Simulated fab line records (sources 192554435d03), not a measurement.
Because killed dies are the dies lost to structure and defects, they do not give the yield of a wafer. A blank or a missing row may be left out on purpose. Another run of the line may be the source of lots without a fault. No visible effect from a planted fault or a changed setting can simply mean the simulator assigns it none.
The tool behind it: which one? || flow n5Finfet || 10 lots with 30 wafers sampled at 4 steps, on a route of 1938 steps

## WHAT THE GAUGES READ, wafer by wafer
N5_BEOL_M1_THK_MEAS_01.
{"lot": "L909", "measured": "day 6 09:58", "on": "filmMetro-01", "M1_ILD_THK (nm)": "78.3 79.5 79.9"}
{"lot": "L910", "measured": "day 6 11:31", "on": "filmMetro-02", "M1_ILD_THK (nm)": "79.3 80.7 80.7"}
{"lot": "L911", "measured": "day 6 20:13", "on": "filmMetro-01", "M1_ILD_THK (nm)": "79.8 80.4 81.2"}
{"lot": "L917", "measured": "day 8 09:28", "on": "filmMetro-02", "M1_ILD_THK (nm)": "74.0 75.4 76.0"}
{"lot": "L920", "measured": "day 9 03:49", "on": "filmMetro-01", "M1_ILD_THK (nm)": "75.6 76.0 76.8"}
{"lot": "L923", "measured": "day 9 18:13", "on": "filmMetro-01", "M1_ILD_THK (nm)": "78.3 78.3 79.7"}
{"lot": "L924", "measured": "day 10 00:31", "on": "filmMetro-02", "M1_ILD_THK (nm)": "79.6 79.2 80.5"}
{"lot": "L925", "measured": "day 10 02:21", "on": "filmMetro-01", "M1_ILD_THK (nm)": "78.5 79.6 79.5"}
{"lot": "L926", "measured": "day 10 21:52", "on": "filmMetro-01", "M1_ILD_THK (nm)": "78.4 80.2 79.4"}
{"lot": "L930", "measured": "day 11 21:30", "on": "filmMetro-02", "M1_ILD_THK (nm)": "78.6 79.7 80.5"}

## TOOL THAT RAN EACH LOT (tool first, then ch and the chambers of the sampled wafers, then the start)
{"lot": "L909", "N5_BEOL_M0_SPUTTER_116": "pvdSputter-02, day 6 08:01", "N5_BEOL_M0_ANNEAL_135": "pvdSputter-02, day 6 08:20", "N5_BEOL_M1_ILD_DEP_00": "pecvd-03 ch 0,1,2, day 6 09:53"}
{"lot": "L910", "N5_BEOL_M0_SPUTTER_116": "pvdSputter-03, day 6 09:58", "N5_BEOL_M0_ANNEAL_135": "pvdSputter-03, day 6 10:17", "N5_BEOL_M1_ILD_DEP_00": "pecvd-03 ch 0,1, day 6 11:26"}
{"lot": "L911", "N5_BEOL_M0_SPUTTER_116": "pvdSputter-01, day 6 18:39", "N5_BEOL_M0_ANNEAL_135": "pvdSputter-01, day 6 18:58", "N5_BEOL_M1_ILD_DEP_00": "pecvd-02 ch 0,2, day 6 20:08"}
{"lot": "L917", "N5_BEOL_M0_SPUTTER_116": "pvdSputter-01, day 8 07:38", "N5_BEOL_M0_ANNEAL_135": "pvdSputter-01, day 8 07:57", "N5_BEOL_M1_ILD_DEP_00": "pecvd-03 ch 0,2, day 8 09:23"}
{"lot": "L920", "N5_BEOL_M0_SPUTTER_116": "pvdSputter-02, day 9 01:58", "N5_BEOL_M0_ANNEAL_135": "pvdSputter-02, day 9 02:17", "N5_BEOL_M1_ILD_DEP_00": "pecvd-03 ch 0,1, day 9 03:45"}
{"lot": "L923", "N5_BEOL_M0_SPUTTER_116": "pvdSputter-02, day 9 15:44", "N5_BEOL_M0_ANNEAL_135": "pvdSputter-02, day 9 16:04", "N5_BEOL_M1_ILD_DEP_00": "pecvd-01 ch 0,2, day 9 18:09"}
{"lot": "L924", "N5_BEOL_M0_SPUTTER_116": "pvdSputter-02, day 9 22:58", "N5_BEOL_M0_ANNEAL_135": "pvdSputter-02, day 9 23:17", "N5_BEOL_M1_ILD_DEP_00": "pecvd-01 ch 1,2, day 10 00:26"}
{"lot": "L925", "N5_BEOL_M0_SPUTTER_116": "pvdSputter-01, day 10 00:46", "N5_BEOL_M0_ANNEAL_135": "pvdSputter-01, day 10 01:05", "N5_BEOL_M1_ILD_DEP_00": "pecvd-02 ch 0,2, day 10 02:17"}
{"lot": "L926", "N5_BEOL_M0_SPUTTER_116": "pvdSputter-03, day 10 19:40", "N5_BEOL_M0_ANNEAL_135": "pvdSputter-03, day 10 19:59", "N5_BEOL_M1_ILD_DEP_00": "pecvd-02 ch 1,2, day 10 21:47"}
{"lot": "L930", "N5_BEOL_M0_SPUTTER_116": "pvdSputter-03, day 11 19:54", "N5_BEOL_M0_ANNEAL_135": "pvdSputter-03, day 11 20:13", "N5_BEOL_M1_ILD_DEP_00": "pecvd-03 ch 0,1, day 11 21:26"}
- N5_BEOL_M0_SPUTTER_116: material Cu, target thk 4 nm, time 7.37 s.
- N5_BEOL_M0_ANNEAL_135: time 60 s.
- N5_BEOL_M1_ILD_DEP_00: deposits SiOC from DEMS/O2, target thk 79 nm, time 15.3 s.

## THE ANSWER, worked out from the rows above alone
Rule: the usual values come from the lots themselves. Put in order of their means at a reading, lots are off if they are a third of the lots or fewer, leave a main group of 4 or more, and stand apart from it by a gap of 3 or more times the standard deviation of the main group's means; of several such gaps the widest counts. If all means in a main group match to the digits the tables above print for the reading, that group is not used. A lot without any number at a reading at which 4 lots or more have one is off too. The other lots that the step has rows for count as sound.
Off: L917, L920, at N5_BEOL_M1_THK_MEAS_01 (M1_ILD_THK). Mean 79.6 nm and standard deviation 0.53 in the main group.
If a tool, at a process step before that reading, ran all the lots that are off and no sound lot after the first of them, it fits. Those tools and the gauges at N5_BEOL_M1_THK_MEAS_01 are tried in the same way. Not one of the candidates tried fits.

## WHAT WAS PUT IN BY THE SIMULATOR
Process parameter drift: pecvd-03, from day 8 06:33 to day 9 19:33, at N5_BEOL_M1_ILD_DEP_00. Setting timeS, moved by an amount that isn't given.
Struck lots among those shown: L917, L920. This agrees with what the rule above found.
